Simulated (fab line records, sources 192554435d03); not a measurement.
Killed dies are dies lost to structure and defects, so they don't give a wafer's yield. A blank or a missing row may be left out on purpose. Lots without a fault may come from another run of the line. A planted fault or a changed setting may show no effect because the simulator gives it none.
Split-lot experiment | flow n5_finfet | 7 lots, 39 wafers read, on a route of 1938 steps

THE SPLIT
At N5_BEOL_M4_DEP_57 (deposits SiCN from 3MS/NH3, target thk 8 nm, time 14 s), the setting target_thk_a was moved away from the recipe's 80 angstrom on 15 of the 39 wafers read, by -55.6% to +45.5%. The other wafers ran this setting at the recipe's value.

The reading is taken at the split's own step.

THE READING
SiCN_of_BEOL_M4_DEP_57.thk_nm (the simulator's own value, which no gauge read), in nm, at N5_BEOL_M4_DEP_57 (deposits SiCN from 3MS/NH3, target thk 8 nm, time 14 s). The file gives no usual value for it. The 24 wafers here that ran the recipe average 8.1 nm, standard deviation 0.16 nm.

wafer  | tool, chamber at the split | target_thk_a as run, angstrom | against the recipe | SiCN_of_BEOL_M4_DEP_57.thk_nm, nm | against lot-mates on the recipe
L074.4 | pecvd-01, 0,2              | 80                            | recipe             | 8                                 | -
L074.6 | pecvd-01, 0,2              | 80                            | recipe             | 8                                 | -
L074.5 | pecvd-01, 1                | 80                            | recipe             | 8.2                               | -
L078.1 | pecvd-02, 2                | 116.4                         | +45.5%             | 11.6                              | +3.6
L078.2 | pecvd-02, 0,1              | 116.4                         | +45.5%             | 11.4                              | +3.4
L078.3 | pecvd-02, 0,1              | 116.4                         | +45.5%             | 11.4                              | +3.4
L078.4 | pecvd-02, 1                | 80                            | recipe             | 7.8                               | -
L078.5 | pecvd-02, 2                | 80                            | recipe             | 8.2                               | -
L078.6 | pecvd-02, 0                | 80                            | recipe             | 8                                 | -
L082.1 | pecvd-04, 2,1              | 113.7                         | +42.1%             | 11.2                              | +3.2
L082.2 | pecvd-04, 2,1              | 113.7                         | +42.1%             | 11.2                              | +3.2
L082.3 | pecvd-04, 0                | 80                            | recipe             | 8                                 | -
L082.4 | pecvd-04, 2                | 80                            | recipe             | 8.2                               | -
L082.5 | pecvd-04, 1                | 80                            | recipe             | 7.8                               | -
L082.6 | pecvd-04, 0                | 113.7                         | +42.1%             | 11.4                              | +3.4
L083.1 | pecvd-01, 2                | 80                            | recipe             | 8                                 | -
L083.2 | pecvd-01, 0,2              | 67.17                         | -16.0%             | 6.8                               | -1.3
L083.3 | pecvd-01, 0,2              | 67.17                         | -16.0%             | 6.8                               | -1.3
L083.4 | pecvd-01, 0,2              | 80                            | recipe             | 8.2                               | -
L083.6 | pecvd-01, 0,2              | 80                            | recipe             | 8.2                               | -
L083.5 | pecvd-01, 0                | 67.17                         | -16.0%             | 7                                 | -1.1
L084.1 | pecvd-01, 0,2,0,2          | 80                            | recipe             | 8.2                               | -
L084.3 | pecvd-01, 0,2,0,2          | 80                            | recipe             | 8.2                               | -
L084.4 | pecvd-01, 0,2,0,2          | 80                            | recipe             | 8.2                               | -
L084.5 | pecvd-01, 0,2,0,2          | 80                            | recipe             | 8.2                               | -
L084.2 | pecvd-01, 1                | 80                            | recipe             | 8                                 | -
L084.6 | pecvd-01, 1                | 80                            | recipe             | 8.4                               | -
L087.1 | pecvd-04, 1                | 80                            | recipe             | 7.8                               | -
L087.2 | pecvd-04, 0                | 80                            | recipe             | 8                                 | -
L087.3 | pecvd-04, 0                | 80                            | recipe             | 8.2                               | -
L087.4 | pecvd-04, 1                | 112.3                         | +40.4%             | 11.4                              | +3.4
L087.6 | pecvd-04, 1                | 112.3                         | +40.4%             | 11.4                              | +3.4
L087.5 | pecvd-04, 0                | 112.3                         | +40.4%             | 11.6                              | +3.6
L093.1 | pecvd-01, 0,1              | 80                            | recipe             | 8                                 | -
L093.2 | pecvd-01, 0,1              | 80                            | recipe             | 8                                 | -
L093.3 | pecvd-01, 2,0              | 35.55                         | -55.6%             | 3.4                               | -4.5
L093.4 | pecvd-01, 2,0              | 35.55                         | -55.6%             | 3.4                               | -4.5
L093.5 | pecvd-01, 2                | 80                            | recipe             | 7.8                               | -
L093.6 | pecvd-01, 1                | 35.55                         | -55.6%             | 3.6                               | -4.3
Where a row lists several chambers, the file gives one row for several wafers and doesn't say which wafer went through which chamber.

THE FIT
A straight line over all 39 wafers: SiCN_of_BEOL_M4_DEP_57.thk_nm changes by +0.0797 nm for each +1% of target_thk_a; r = +1.00; the points scatter about the line by 0.18 nm.
The same after taking each lot's own level away (the mean of its wafers on the recipe; 39 wafers): +0.0798 nm for each +1%; r = +1.00; scatter 0.15 nm.
On that fit, the largest move of target_thk_a shifts the reading by 4.4 nm.
The lots' own levels span 7.93 to 8.20 nm, that is 1.7 times the standard deviation above.
So the lot-to-lot level changes the slope little: the two slopes agree.
Check: with one of the wafers moved furthest among these (-55.6%) left out of the fit, the line predicts -4.42 nm for it against its lot-mates. It came out at -4.53 nm against them.

OTHER SPLITS ON THESE WAFERS
These wafers also went through other splits before the reading. Each is held against what the fit with the lots' levels taken away leaves over:
other split on the same wafers       | wafers away from the commonest value | r with SiCN_of_BEOL_M4_DEP_57.thk_nm (lot level and that fit taken away)
N5_FIN_SAQP_HM_DEP_72 target_thk_a   | 12                                   | +0.12
N5_DUMMY_GATE_ETCH_31 target_depth_a | 15                                   | -0.12
N5_HKMG_FIN_PWFM_ALD_03 ald_cycles   | 15                                   | +0.05
N5_BEOL_M0_SAQP_PECVD_04 time_s      | 12                                   | -0.26

THE FILE'S OWN FIT
SiCN_of_BEOL_M4_DEP_57.thk_nm changes by +0.0798 nm for each +1% of target_thk_a, r = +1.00.
